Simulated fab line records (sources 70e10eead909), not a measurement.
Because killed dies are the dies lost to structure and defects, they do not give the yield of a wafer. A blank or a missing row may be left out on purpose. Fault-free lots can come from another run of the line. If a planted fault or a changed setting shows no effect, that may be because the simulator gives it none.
fab line records	flow nand-harc
record lots=24	wafers=72	last-day=24
route steps=1159 shown A_CONTACT@940 A_BLC@982 A_M0@1018 THIN_TSV@1126
lots that met no fault: taken from a fault-free run of the same line
start-h: the number of hours between the record's first day and the start of the first shown wafer of the lot	wait-h: hours elapsed since this lot's preceding step	" as in the row above	L1.1+2: a row that stands for several wafers	- either no value or no given start	* or withheld: withheld	< > ~ a bound
route shown NAME@n: names a module that has steps shown in the file, with the first one's number in the route	usual: mean and standard deviation over wafers with no fault	same: alike in all rows	chamber/n: place in a boat	sites: each site's reading	_std_site: the values' standard deviation	_edge_site: the outer-site mean with the inner-site mean subtracted	radius-mm: how far each site lies from the wafer's centre	mask NAME#n: copy n	behind: the most recent tool/chamber to have shaped the wafer	hold: cause of the lot's hold/its duration in hours/its outcome	device: transistor that didn't switch, given as n, p or np	end of line: the route-end tests of the same wafers	a step without rows: its recipe alone	killed: the dies lost at the first sort to structure and to defects; this is not the yield of the wafer	map: a wafer's dies, marking killed ones x, the rest . and places with no die _
set.NAME: the setting the step ran with; set.NAME@STEP: the setting that earlier step ran with	model.NAME: the simulator's own value behind a step, which no gauge read
one table for each step of the route and one row for each wafer, over a sample of lots
services: from which hour (start-h, from the record's first day; less than 0 if before it) a tool's chamber was out of use, for how many hours, and why
## steps
# step NHARC_A_CONTACT_ETCH_89
# recipe target-depth-a=2600	over-etch-frac=0.3	time-s=475.3	ion-energy-ev=200	n2-flow-sccm=150	h2-flow-sccm=150	ar-flow-sccm=0	rf-w=400	bias-w=150	chemistry=N2/H2
# usual drypump-motor-current-A=5.76/0.28	oes-product-au=1.002/0.0082	rf-vpp-V=431.7/2.4	showerhead-plenum-p-Torr=2.08/0.084	throttle-valve-pct=14.171/0.01
# same time-s=475.3
lot.wafer	tool	chamber	start-h	wait-h	drypump-motor-current-A	oes-product-au	rf-hours-counter-h	rf-vpp-V	showerhead-plenum-p-Torr	throttle-valve-pct
L074.4	rie-diel-10	0	-	-	5.31	1.000	2	434.9	2.16	14.176
L074.5	"	0	"	"	5.30	0.999	-	434.5	2.16	14.185
L074.6	"	1	"	"	5.62	1.008	-	431.3	2.03	14.179
L075.2	rie-diel-10	1	-	-	5.63	1.010	6	430.6	2.03	14.173
L075.4	"	2	"	"	6.05	1.009	6	433.0	2.10	14.174
L075.6	"	1	"	"	5.62	1.002	-	430.9	2.03	14.160
L076.1	rie-diel-07	1	-	-	5.60	0.997	54	427.7	1.90	14.197
L076.2	"	2	"	"	6.06	1.002	50	426.9	1.92	14.176
L076.6	"	0	"	"	6.29	1.005	-	433.1	2.20	14.177
L077.2	rie-diel-10	0	-	-	5.32	0.994	8	434.9	2.15	14.159
L077.1	"	1	"	"	5.61	1.011	8	430.4	2.03	14.155
L077.5	"	3	"	"	5.91	0.996	-	434.6	2.17	14.189
L080.2	rie-diel-10	1	-	-	5.64	0.998	10	430.5	2.03	14.160
L080.3	"	3	"	"	5.88	0.998	9	433.6	2.17	14.193
L080.6	"	2	"	"	6.02	1.005	-	433.5	2.10	14.178
L079.3	rie-diel-10	0	-	-	5.33	1.009	10	431.5	2.15	14.168
L079.1	"	2	"	"	5.96	0.998	10	432.3	2.10	14.168
L079.6	"	1	"	"	5.61	1.013	-	430.0	2.03	14.182
L078.2	rie-diel-10	0	-	-	5.31	0.989	10	433.0	2.15	14.176
L078.4	"	1	"	"	5.62	1.011	11	429.2	2.03	14.172
L078.3	"	2	"	"	6.06	1.007	11	432.2	2.10	14.173
L081.2	rie-diel-03	0	-	-	5.50	0.997	5	431.0	2.06	14.166
L081.3	"	1	"	"	5.78	1.006	5	434.2	2.17	14.161
L081.4	"	1	"	"	5.77	1.008	-	432.6	2.17	14.163
L082.1	rie-diel-10	2	-	-	6.00	1.011	16	432.5	2.10	14.148
L082.6	"	1	"	"	5.65	1.000	-	428.6	2.02	14.182
L082.5	"	2	"	"	6.05	1.003	-	432.3	2.10	14.180
L083.1	rie-diel-10	1	-	-	5.65	1.011	17	428.2	2.02	14.176
L083.2	"	2	"	"	6.05	1.000	16	431.8	2.10	14.179
L083.5	"	1	"	"	5.62	0.998	-	430.4	2.02	14.180
L084.3	rie-diel-10	2	-	-	6.03	1.005	18	431.2	2.10	14.176
L084.6	"	1	"	"	5.66	1.011	-	428.2	2.02	14.171
L084.5	"	2	"	"	6.07	1.017	-	432.4	2.10	14.162
L086.2	rie-diel-10	3	-	-	5.89	0.990	18	435.1	2.17	14.173
L086.4	"	0	"	"	5.31	0.986	19	435.1	2.15	14.177
L086.1	"	1	"	"	5.65	1.007	20	430.4	2.02	14.181
L087.4	rie-diel-10	2	-	-	6.08	1.008	19	431.2	2.10	14.168
L087.1	"	3	"	"	5.89	1.001	18	433.5	2.17	14.182
L087.5	"	1	"	"	5.63	1.004	-	430.3	2.02	14.157
L088.2	rie-diel-10	1	-	-	5.59	1.003	22	429.8	2.02	14.193
L088.4	"	2	"	"	6.06	0.995	20	432.1	2.10	14.183
L088.5	"	0	"	"	5.33	0.992	-	431.4	2.15	14.188
L085.4	rie-diel-10	2	-	-	6.01	1.004	21	432.6	2.10	14.171
L085.1	"	3	"	"	5.89	0.996	20	433.2	2.17	14.157
L085.6	"	2	"	"	6.03	1.011	-	431.9	2.10	14.162
L089.1	rie-diel-10	1	-	-	5.62	1.011	26	428.7	2.02	14.172
L089.4	"	2	"	"	6.07	1.010	25	430.4	2.10	14.163
L089.5	"	1	"	"	5.63	1.007	-	429.4	2.02	14.171
L090.1	rie-diel-10	0	-	-	5.33	0.994	25	433.3	2.15	14.161
L090.3	"	3	"	"	5.88	0.995	24	434.1	2.17	14.172
L090.5	"	1	"	"	5.62	1.000	-	430.5	2.02	14.182
L091.4	rie-diel-07	3	-	-	5.65	0.997	22	432.5	2.07	14.167
L091.5	"	2	"	"	6.04	1.004	-	427.3	1.91	14.182
L091.6	"	3	"	"	5.69	1.007	-	431.2	2.07	14.162
L092.3	rie-diel-10	0	-	-	5.31	1.005	26	432.4	2.15	14.184
L092.2	"	1	"	"	5.63	1.017	28	430.6	2.02	14.179
L092.6	"	2	"	"	6.08	1.024	-	432.0	2.10	14.157
L094.3	rie-diel-07	0	-	-	6.20	0.985	38	434.7	2.18	14.167
L094.2	"	2	"	"	6.04	0.995	37	426.7	1.91	14.160
L094.4	"	3	"	"	5.71	0.997	34	430.5	2.06	14.167
L095.2	rie-diel-07	1	-	-	5.56	1.011	34	429.3	1.88	14.169
L095.1	"	2	"	"	6.05	0.992	38	426.4	1.91	14.178
L095.3	"	0	"	"	6.30	0.999	40	433.3	2.18	14.164
L093.3	rie-diel-10	2	-	-	6.06	0.999	32	433.2	2.10	14.165
L093.1	"	0	"	"	5.32	0.997	33	433.6	2.14	14.176
L093.4	"	1	"	"	5.64	1.008	35	428.5	2.02	14.190
L096.2	rie-diel-03	2	-	-	5.74	1.010	45	430.8	2.05	14.164
L096.5	"	3	"	"	6.07	1.006	-	431.5	2.07	14.166
L096.6	"	0	"	"	5.47	1.018	-	431.6	2.05	14.178
L097.1	rie-diel-07	0	-	-	6.29	0.990	43	435.5	2.18	14.170
L097.3	"	2	"	"	6.05	0.985	42	426.6	1.90	14.180
L097.5	"	3	"	"	5.71	1.000	-	431.3	2.06	14.180
# step NHARC_A_CONTACT_ALD_18
# recipe target-thk-a=30	pulse-time-s=1	ald-cycles=150	temp-c=450	material=TiN
# usual heater-power-w=1080/120	precursor-pulse-height-rel=1.000/0.021
lot.wafer	tool	chamber	start-h	wait-h	heater-power-w	precursor-pulse-height-rel
L074.4	ald-metal-02	3	378.96	-	939	0.962
L074.6	"	1	"	"	1044	1.036
L074.5	"	2	"	"	1008	0.985
L075.4	ald-metal-03	2	392.33	-	1103	1.004
L075.2	"	3	"	"	931	1.023
L075.6	"	2	"	"	1110	0.991
L076.1	ald-metal-04	1	393.51	-	1268	0.977
L076.2	"	2	"	"	1309	0.992
L076.6	"	3	"	"	1009	1.026
L077.1	ald-metal-02	3	399.41	-	947	1.002
L077.2	"	0	"	"	946	1.019
L077.5	"	3	"	"	962	1.013
L080.3	ald-metal-03	2	404.02	-	1117	1.023
L080.2	"	3	"	"	938	1.004
L080.6	"	1	"	"	1197	1.024
L079.1	ald-metal-04	3	404.51	-	1014	0.997
L079.3	"	2	"	"	1286	1.005
L079.6	"	3	"	"	1000	0.982
L078.3	ald-metal-02	1	406.91	-	1063	1.014
L078.4	"	3	"	"	953	1.002
L078.2	"	0	"	"	927	0.985
L081.3	ald-metal-02	0	426.77	-	945	0.980
L081.2	"	1	"	"	1014	1.040
L081.4	"	2	"	"	985	0.999
L082.1	ald-metal-04	1	437.55	-	1293	1.026
L082.5	"	0	"	"	1023	1.011
L082.6	"	2	"	"	1264	1.018
L083.2	ald-metal-02	0	440.41	-	928	1.034
L083.1	"	1	"	"	1025	0.977
L083.5	"	0	"	"	951	0.962
L084.3	ald-metal-03	0	445.77	-	1018	1.022
L084.6	"	1	"	"	1199	1.016
L084.5	"	2	"	"	1118	1.013
L086.2	ald-metal-03	3	451.26	-	914	1.039
L086.4	"	0	"	"	1028	1.017
L086.1	"	1	"	"	1197	0.997
L087.4	ald-metal-04	2	453.52	-	1291	1.013
L087.1	"	3	"	"	1023	1.012
L087.5	"	2	"	"	1328	1.009
L088.2	ald-metal-02	3	457.42	-	948	0.991
L088.4	"	0	"	"	952	1.012
L088.5	"	2	"	"	965	1.043
L085.4	ald-metal-03	3	458.54	-	938	0.996
L085.1	"	0	"	"	1052	1.008
L085.6	"	3	"	"	944	0.984
L089.4	ald-metal-04	1	478.24	-	1293	1.002
L089.1	"	2	"	"	1278	1.010
L089.5	"	2	"	"	1290	1.007
L090.1	ald-metal-02	1	479.34	-	1077	1.015
L090.3	"	0	"	"	927	0.984
L090.5	"	1	"	"	1053	0.995
L091.4	ald-metal-03	3	488.03	-	950	0.964
L091.5	"	1	"	"	1187	0.974
L091.6	"	2	"	"	1103	0.968
L092.3	ald-metal-04	2	489.69	-	1251	0.990
L092.2	"	3	"	"	1031	0.995
L092.6	"	2	"	"	1283	0.976
L094.4	ald-metal-04	2	515.89	-	1253	1.012
L094.3	"	3	"	"	1007	1.039
L094.2	"	1	"	"	1319	1.000
L095.3	ald-metal-03	0	519.11	-	995	1.007
L095.1	"	2	"	"	1125	0.980
L095.2	"	3	"	"	975	0.960
L093.1	ald-metal-03	1	525.03	-	1184	1.023
L093.3	"	2	"	"	1063	0.986
L093.4	"	3	"	"	968	0.988
L096.2	ald-metal-04	2	527.39	-	1280	0.974
L096.5	"	1	"	"	1290	0.977
L096.6	"	2	"	"	1273	1.032
L097.1	ald-metal-03	1	531.59	-	1190	1.007
L097.3	"	0	"	"	956	1.012
L097.5	"	2	"	"	1100	0.970
# step NHARC_A_BLC_STRIP_29
# recipe cf4-flow-sccm=150	ar-flow-sccm=0	bias-w=0	chemistry=CF4
# usual cf4-flow-sccm=150.0/0.47	drypump-motor-current-A=5.6/0.43	oes-product-au=1.002/0.0076	rf-vpp-V=59.4/0.93	showerhead-plenum-p-Torr=1.77/0.072	throttle-valve-pct=13.284/0.0089
lot.wafer	tool	chamber	start-h	wait-h	cf4-flow-sccm	drypump-motor-current-A	oes-product-au	rf-hours-counter-h	rf-vpp-V	showerhead-plenum-p-Torr	throttle-valve-pct
L074.4	rie-diel-01	1	383.83	0.1	149.4	6.2	0.998	7	60.4	1.89	13.278
L074.5	"	3	"	"	150.6	5.6	0.998	-	59.3	1.68	13.298
L074.6	"	0	"	"	150.5	5.4	0.999	-	60.1	1.75	13.278
L075.4	rie-diel-12	0	398.74	0.1	149.7	5.7	1.011	1	60.6	1.82	13.280
L075.2	"	3	"	"	149.5	4.9	1.012	1	60.7	1.76	13.284
L075.6	"	1	"	"	150.2	5.6	1.023	-	59.1	1.84	13.280
L076.1	rie-diel-02	0	399.31	0.1	150.1	5.9	0.993	26	58.3	1.72	13.280
L076.2	"	2	"	"	149.5	5.4	1.003	24	58.8	1.66	13.279
L076.6	"	1	"	"	149.8	5.4	1.003	-	59.1	1.66	13.271
L077.1	rie-diel-01	2	402.54	0.1	150.9	6.2	0.994	9	61.4	1.86	13.276
L077.2	"	3	"	"	149.8	5.6	0.999	9	58.7	1.68	13.294
L077.5	"	0	"	"	149.6	5.4	0.997	-	59.0	1.75	13.284
L080.2	rie-diel-12	1	409.16	0.1	149.9	5.6	1.003	3	58.9	1.84	13.290
L080.3	"	3	"	"	149.7	4.8	1.007	3	58.7	1.76	13.289
L080.6	"	0	"	"	150.2	5.7	1.001	-	60.1	1.82	13.305
L079.3	rie-diel-01	0	409.53	0.1	149.2	5.4	0.991	9	58.5	1.75	13.288
L079.1	"	1	"	"	150.5	6.2	1.001	9	59.9	1.89	13.271
L079.6	"	0	"	"	150.1	5.4	1.003	-	59.5	1.75	13.275
L078.2	rie-diel-01	2	412.82	0.1	149.8	6.1	0.996	10	59.8	1.86	13.277
L078.4	"	3	"	"	149.2	5.6	1.003	9	58.6	1.68	13.284
L078.3	"	0	"	"	149.4	5.4	1.010	10	58.0	1.75	13.279
L081.2	rie-diel-12	2	430.02	0.1	150.3	6.0	1.007	4	57.4	1.70	13.272
L081.4	"	3	"	"	149.7	4.8	0.997	4	59.0	1.76	13.289
L081.3	"	0	"	"	149.6	5.7	1.004	4	61.4	1.82	13.289
L082.1	rie-diel-01	3	440.82	0.1	149.6	5.6	0.996	13	59.7	1.68	13.275
L082.6	"	2	"	"	150.3	6.2	0.990	-	58.3	1.86	13.281
L082.5	"	3	"	"	149.4	5.6	1.000	-	59.0	1.68	13.288
L083.1	rie-diel-12	1	443.52	0.1	149.5	5.6	1.009	5	59.7	1.84	13.272
L083.2	"	3	"	"	149.5	4.8	1.013	5	58.9	1.76	13.287
L083.5	"	2	"	"	149.7	6.1	1.001	-	58.3	1.70	13.276
L084.3	rie-diel-12	3	448.81	0.1	149.8	4.8	1.007	6	60.7	1.76	13.291
L084.5	"	3	"	"	149.8	4.8	1.008	-	60.0	1.76	13.277
L084.6	"	0	"	"	150.0	5.7	1.013	-	58.7	1.81	13.294
L086.2	rie-diel-01	3	456.44	0.1	149.9	5.6	1.012	14	59.2	1.68	13.293
L086.4	"	1	"	"	149.9	6.2	0.990	15	62.3	1.89	13.283
L086.1	"	2	"	"	149.0	6.2	1.004	15	60.1	1.86	13.277
L087.4	rie-diel-12	1	456.78	0.1	150.4	5.6	1.008	7	59.3	1.84	13.295
L087.1	"	2	"	"	149.1	6.0	0.996	8	58.5	1.70	13.275
L087.5	"	0	"	"	149.7	5.7	1.010	-	59.3	1.81	13.280
L088.2	rie-diel-02	0	462.97	0.1	150.0	5.9	1.010	46	57.9	1.71	13.293
L088.4	"	0	"	"	150.0	5.9	1.003	-	60.0	1.71	13.278
L088.5	"	1	"	"	149.8	5.4	1.007	-	58.0	1.65	13.291
L085.1	rie-diel-01	2	463.44	0.1	149.6	6.1	0.994	16	59.9	1.86	13.298
L085.4	"	1	"	"	150.4	6.2	0.987	16	59.6	1.89	13.298
L085.6	"	2	"	"	149.7	6.1	0.996	-	59.7	1.86	13.278
L089.1	rie-diel-02	1	481.38	0.1	150.2	5.4	1.015	50	57.4	1.65	13.298
L089.4	"	2	"	"	149.6	5.3	0.993	-	58.5	1.65	13.284
L089.5	"	1	"	"	149.7	5.4	1.009	-	57.6	1.65	13.270
L090.1	rie-diel-12	0	490.74	0.1	150.2	5.7	1.008	9	59.7	1.81	13.284
L090.3	"	2	"	"	150.2	6.0	1.001	11	58.9	1.70	13.289
L090.5	"	3	"	"	150.2	4.8	0.990	-	57.6	1.76	13.298
L091.4	rie-diel-01	0	497.32	0.1	150.2	5.4	1.005	18	58.4	1.75	13.293
L091.6	"	1	"	"	149.8	6.2	0.991	-	59.3	1.88	13.282
L091.5	"	2	"	"	150.0	6.1	0.999	-	58.6	1.86	13.280
L092.3	rie-diel-12	2	498.04	0.1	149.7	6.1	0.992	12	58.5	1.70	13.276
L092.2	"	0	"	"	149.9	5.7	1.004	10	59.1	1.81	13.280
L092.6	"	2	"	"	149.8	6.1	0.993	-	59.4	1.70	13.276
L094.4	rie-diel-12	0	519.12	0.1	149.1	5.7	1.012	12	59.5	1.81	13.284
L094.2	"	1	"	"	149.8	5.6	1.009	13	60.2	1.84	13.290
L094.3	"	2	"	"	150.4	6.1	0.994	14	59.2	1.70	13.290
L095.3	rie-diel-12	0	522.40	0.1	149.5	5.7	1.017	12	59.3	1.81	13.282
L095.2	"	2	"	"	148.9	6.1	1.008	14	59.8	1.70	13.290
L095.1	"	3	"	"	149.6	4.8	1.006	12	58.8	1.76	13.272
L093.1	rie-diel-12	2	529.05	0.1	149.6	6.0	1.007	15	59.6	1.70	13.307
L093.3	"	0	"	"	150.2	5.7	1.013	12	59.5	1.81	13.289
L093.4	"	1	"	"	150.6	5.6	1.008	14	59.8	1.84	13.286
L096.2	rie-diel-12	3	530.61	0.1	150.2	4.8	1.010	13	60.1	1.76	13.272
L096.5	"	3	"	"	150.0	4.8	1.003	-	59.0	1.76	13.282
L096.6	"	0	"	"	150.0	5.6	1.014	-	59.6	1.81	13.286
L097.3	rie-diel-12	3	538.00	0.1	149.8	4.8	0.997	14	57.9	1.76	13.307
L097.1	"	0	"	"	149.6	5.7	0.997	14	59.9	1.81	13.278
L097.5	"	3	"	"	150.6	4.8	1.000	-	58.3	1.76	13.296
# step NHARC_A_M0_ANNEAL_30
# recipe temp-c=225	time-s=90
# usual wafer_temp_C_max=226.04/0.23
# same time-s=90
lot.wafer	tool	chamber	start-h	wait-h	wafer_temp_C_max
L074.4	rtp-anneal-01	0	388.77	0.4	225.60
L074.5	"	0	"	"	225.99
L074.6	"	0	"	"	225.57
L075.2	rtp-anneal-01	0	404.09	-	225.68
L075.4	"	0	"	"	226.20
L075.6	"	0	"	"	226.10
L076.1	rtp-anneal-01	0	404.49	0.3	226.04
L076.2	"	0	"	"	226.13
L076.6	"	0	"	"	225.97
L077.1	rtp-anneal-02	0	409.74	0.3	226.17
L077.2	"	0	"	"	226.21
L077.5	"	0	"	"	226.11
L080.2	rtp-anneal-01	0	414.44	0.3	225.77
L080.3	"	0	"	"	225.97
L080.6	"	0	"	"	226.08
L079.1	rtp-anneal-02	0	414.58	-	226.23
L079.3	"	0	"	"	226.10
L079.6	"	0	"	"	225.93
L078.2	rtp-anneal-01	0	418.99	-	226.02
L078.3	"	0	"	"	226.01
L078.4	"	0	"	"	226.30
L081.2	rtp-anneal-01	0	438.73	-	225.98
L081.3	"	0	"	"	226.26
L081.4	"	0	"	"	226.07
L082.1	rtp-anneal-01	0	445.50	-	225.86
L082.5	"	0	"	"	225.88
L082.6	"	0	"	"	226.05
L083.1	rtp-anneal-02	0	448.25	-	225.94
L083.2	"	0	"	"	226.24
L083.5	"	0	"	"	226.03
L084.3	rtp-anneal-02	0	457.39	0.4	226.12
L084.5	"	0	"	"	226.35
L084.6	"	0	"	"	226.08
L086.1	rtp-anneal-01	0	463.38	0.3	225.87
L086.2	"	0	"	"	226.13
L086.4	"	0	"	"	226.42
L087.1	rtp-anneal-01	0	463.84	0.3	226.01
L087.4	"	0	"	"	226.08
L087.5	"	0	"	"	226.04
L088.2	rtp-anneal-02	0	469.19	0.4	226.04
L088.4	"	0	"	"	225.95
L088.5	"	0	"	"	226.12
L085.1	rtp-anneal-02	0	469.44	0.5	226.41
L085.4	"	0	"	"	226.16
L085.6	"	0	"	"	226.16
L089.1	rtp-anneal-02	0	496.43	0.3	225.50
L089.4	"	0	"	"	225.74
L089.5	"	0	"	"	225.71
L090.1	rtp-anneal-01	0	499.29	-	225.90
L090.3	"	0	"	"	226.46
L090.5	"	0	"	"	225.96
L091.4	rtp-anneal-02	0	504.74	-	225.99
L091.5	"	0	"	"	225.96
L091.6	"	0	"	"	226.09
L092.2	rtp-anneal-02	0	507.18	0.4	226.05
L092.3	"	0	"	"	225.55
L092.6	"	0	"	"	225.86
L094.2	rtp-anneal-02	0	524.34	0.3	225.90
L094.3	"	0	"	"	225.99
L094.4	"	0	"	"	226.10
L095.1	rtp-anneal-02	0	529.23	0.4	226.13
L095.2	"	0	"	"	226.00
L095.3	"	0	"	"	225.70
L093.1	rtp-anneal-02	0	536.66	-	226.10
L093.3	"	0	"	"	226.17
L093.4	"	0	"	"	226.27
L096.2	rtp-anneal-02	0	538.71	-	226.05
L096.5	"	0	"	"	225.75
L096.6	"	0	"	"	225.73
L097.1	rtp-anneal-02	0	543.11	-	225.71
L097.3	"	0	"	"	225.49
L097.5	"	0	"	"	225.85
# step NHARC_A_M0_THK_MEAS_24
# recipe thk-meas-gauge=xrf
# usual thk-nm=113.9/1.3
lot.wafer	tool	chamber	start-h	wait-h	thk-nm
L074.4	film-metro-02	-	389.27	-	113.6
L074.5	"	-	"	"	114.5
L074.6	"	-	"	"	114.6
L075.2	film-metro-01	-	404.70	-	114.7
L075.4	"	-	"	"	111.9
L075.6	"	-	"	"	114.3
L076.1	film-metro-02	-	405.16	-	111.4
L076.2	"	-	"	"	112.3
L076.6	"	-	"	"	111.8
L077.1	film-metro-01	-	410.40	-	112.0
L077.2	"	-	"	"	114.2
L077.5	"	-	"	"	113.9
L080.2	film-metro-01	-	415.05	-	115.3
L080.3	"	-	"	"	115.3
L080.6	"	-	"	"	116.3
L079.1	film-metro-02	-	415.26	-	114.9
L079.3	"	-	"	"	114.0
L079.6	"	-	"	"	114.3
L078.2	film-metro-01	-	419.60	-	113.5
L078.3	"	-	"	"	113.8
L078.4	"	-	"	"	115.5
L081.2	film-metro-01	-	439.33	-	112.9
L081.3	"	-	"	"	113.7
L081.4	"	-	"	"	114.1
L082.1	film-metro-02	-	446.16	-	115.2
L082.5	"	-	"	"	111.7
L082.6	"	-	"	"	113.9
L083.1	film-metro-02	-	448.92	-	114.7
L083.2	"	-	"	"	111.8
L083.5	"	-	"	"	114.0
L084.3	film-metro-02	-	457.96	-	113.3
L084.5	"	-	"	"	113.9
L084.6	"	-	"	"	115.2
L086.1	film-metro-01	-	464.04	-	115.9
L086.2	"	-	"	"	113.1
L086.4	"	-	"	"	115.4
L087.1	film-metro-01	-	464.50	-	112.8
L087.4	"	-	"	"	118.3
L087.5	"	-	"	"	114.1
L088.2	film-metro-02	-	469.80	-	113.0
L088.4	"	-	"	"	112.0
L088.5	"	-	"	"	113.2
L085.1	film-metro-01	-	470.11	-	113.6
L085.4	"	-	"	"	114.9
L085.6	"	-	"	"	116.3
L089.1	film-metro-01	-	497.09	-	114.3
L089.4	"	-	"	"	113.2
L089.5	"	-	"	"	114.4
L090.1	film-metro-01	-	499.95	-	115.0
L090.3	"	-	"	"	113.4
L090.5	"	-	"	"	115.3
L091.4	film-metro-01	-	505.24	-	113.9
L091.5	"	-	"	"	115.8
L091.6	"	-	"	"	114.1
L092.2	film-metro-01	-	507.79	-	112.9
L092.3	"	-	"	"	114.4
L092.6	"	-	"	"	114.8
L094.2	film-metro-02	-	524.95	-	114.1
L094.3	"	-	"	"	115.4
L094.4	"	-	"	"	115.0
L095.1	film-metro-01	-	529.91	-	112.0
L095.2	"	-	"	"	110.8
L095.3	"	-	"	"	110.7
L093.1	film-metro-01	-	537.32	-	114.9
L093.3	"	-	"	"	112.1
L093.4	"	-	"	"	113.4
L096.2	film-metro-01	-	539.32	-	114.7
L096.5	"	-	"	"	113.6
L096.6	"	-	"	"	114.0
L097.1	film-metro-02	-	543.77	-	113.3
L097.3	"	-	"	"	112.1
L097.5	"	-	"	"	113.1
# step NHARC_THIN_TSV_STRIP_62
# recipe power-w=1500	temp-c=250	time-s=20	chemistry=N2/H2
# usual drypump-motor-current-A=6.1/0.31	heater-power-w=307/15
# same time-s=20
lot.wafer	tool	chamber	start-h	wait-h	drypump-motor-current-A	heater-power-w	rf-hours-counter-h
L074.4	plasma-asher-01	0	418.23	-	6.3	286	-
L074.5	"	0	"	"	6.3	281	-
L074.6	"	1	"	"	5.6	337	-
L075.2	plasma-asher-02	0	428.30	-	5.9	299	19
L075.4	"	1	"	"	6.4	300	-
L075.6	"	1	"	"	6.4	309	-
L076.2	plasma-asher-01	1	429.21	-	5.6	326	50
L076.1	"	0	"	"	6.2	281	50
L076.6	"	1	"	"	5.6	338	-
L077.2	plasma-asher-02	1	435.65	-	6.4	304	23
L077.1	"	0	"	"	5.9	302	23
L077.5	"	1	"	"	6.4	308	-
L080.2	plasma-asher-02	0	436.90	-	5.9	308	23
L080.3	"	0	"	"	5.9	305	-
L080.6	"	1	"	"	6.4	305	-
L079.1	plasma-asher-02	1	440.01	-	6.4	302	24
L079.3	"	0	"	"	5.9	304	-
L079.6	"	0	"	"	5.9	302	-
L078.2	plasma-asher-02	1	446.16	-	6.4	308	26
L078.3	"	1	"	"	6.4	305	-
L078.4	"	0	"	"	5.9	303	-
L081.2	plasma-asher-01	1	466.87	-	5.6	329	4
L081.3	"	0	"	"	6.2	289	-
L081.4	"	1	"	"	5.6	328	-
L083.2	plasma-asher-02	0	471.35	-	5.9	303	32
L083.1	"	1	"	"	6.4	306	32
L083.5	"	1	"	"	6.4	303	-
L082.1	plasma-asher-02	0	472.36	-	5.9	312	32
L082.5	"	0	"	"	5.9	299	-
L082.6	"	1	"	"	6.4	300	-
L084.3	plasma-asher-02	0	483.51	-	5.9	300	-
L084.5	"	0	"	"	5.9	298	-
L084.6	"	1	"	"	6.4	303	-
L087.1	plasma-asher-02	1	491.90	-	6.4	304	40
L087.4	"	0	"	"	5.9	304	-
L087.5	"	1	"	"	6.4	304	-
L086.2	plasma-asher-02	0	493.01	-	5.9	302	40
L086.1	"	1	"	"	6.4	314	40
L086.4	"	1	"	"	6.4	296	-
L088.2	plasma-asher-01	0	494.19	-	6.2	295	14
L088.4	"	0	"	"	6.3	295	-
L088.5	"	1	"	"	5.6	328	-
L085.1	plasma-asher-02	1	495.46	-	6.4	301	41
L085.4	"	0	"	"	5.9	307	-
L085.6	"	1	"	"	6.4	304	-
L090.1	plasma-asher-02	0	524.26	-	5.9	300	49
L090.3	"	0	"	"	5.9	305	-
L090.5	"	1	"	"	6.4	314	-
L089.1	plasma-asher-02	0	525.41	-	5.9	297	49
L089.4	"	1	"	"	6.4	297	-
L089.5	"	1	"	"	6.4	316	-
L091.4	plasma-asher-01	0	529.98	-	6.3	287	-
L091.6	"	0	"	"	6.3	292	-
L091.5	"	1	"	"	5.6	321	-
L092.2	plasma-asher-01	1	531.14	-	5.6	328	27
L092.3	"	0	"	"	6.2	300	-
L092.6	"	0	"	"	6.3	294	-
L094.2	plasma-asher-01	1	550.39	-	5.6	326	38
L094.4	"	0	"	"	6.3	293	-
L094.3	"	1	"	"	5.6	347	-
L095.1	plasma-asher-01	0	554.36	-	6.3	287	40
L095.2	"	1	"	"	5.6	331	40
L095.3	"	1	"	"	5.6	325	-
L093.1	plasma-asher-01	0	561.76	-	6.3	293	44
L093.3	"	0	"	"	6.2	297	-
L093.4	"	1	"	"	5.6	333	-
L096.2	plasma-asher-01	0	564.85	-	6.3	295	47
L096.6	"	0	"	"	6.2	291	-
L096.5	"	1	"	"	5.6	325	-
L097.1	plasma-asher-01	0	568.11	-	6.3	297	49
L097.3	"	0	"	"	6.2	292	-
L097.5	"	0	"	"	6.2	290	-
## services
tool	chamber	start-h	hours	kind
rie-diel-10	-	353.58	9.0	pm
plasma-asher-02	-	360.22	9.0	pm
ald-metal-02	-	364.00	10.0	pm
ald-metal-03	2	364.36	3.2	repair
ald-metal-03	-	372.90	0.8	repair
rie-diel-12	-	379.43	9.0	pm
rie-diel-01	-	405.94	2.3	repair
ald-metal-04	-	406.00	10.0	pm
ald-metal-04	3	436.03	10.4	repair
plasma-asher-01	-	453.58	9.0	pm
plasma-asher-02	-	457.77	9.9	repair
plasma-asher-01	-	474.15	1.8	repair
ald-metal-04	0	484.01	23.3	repair
rie-diel-10	2	490.97	14.2	repair
ald-metal-03	-	500.00	10.0	pm
rie-diel-01	-	500.10	9.0	pm
rie-diel-12	2	515.41	1.7	repair
rie-diel-10	-	530.58	9.0	pm
plasma-asher-02	-	537.22	9.0	pm
rie-diel-01	1	538.93	6.6	repair
rie-diel-01	1	550.75	5.0	repair
plasma-asher-02	-	555.85	18.8	repair
rie-diel-12	-	556.43	9.0	pm
ald-metal-03	-	561.49	1.8	repair
## key
fault none
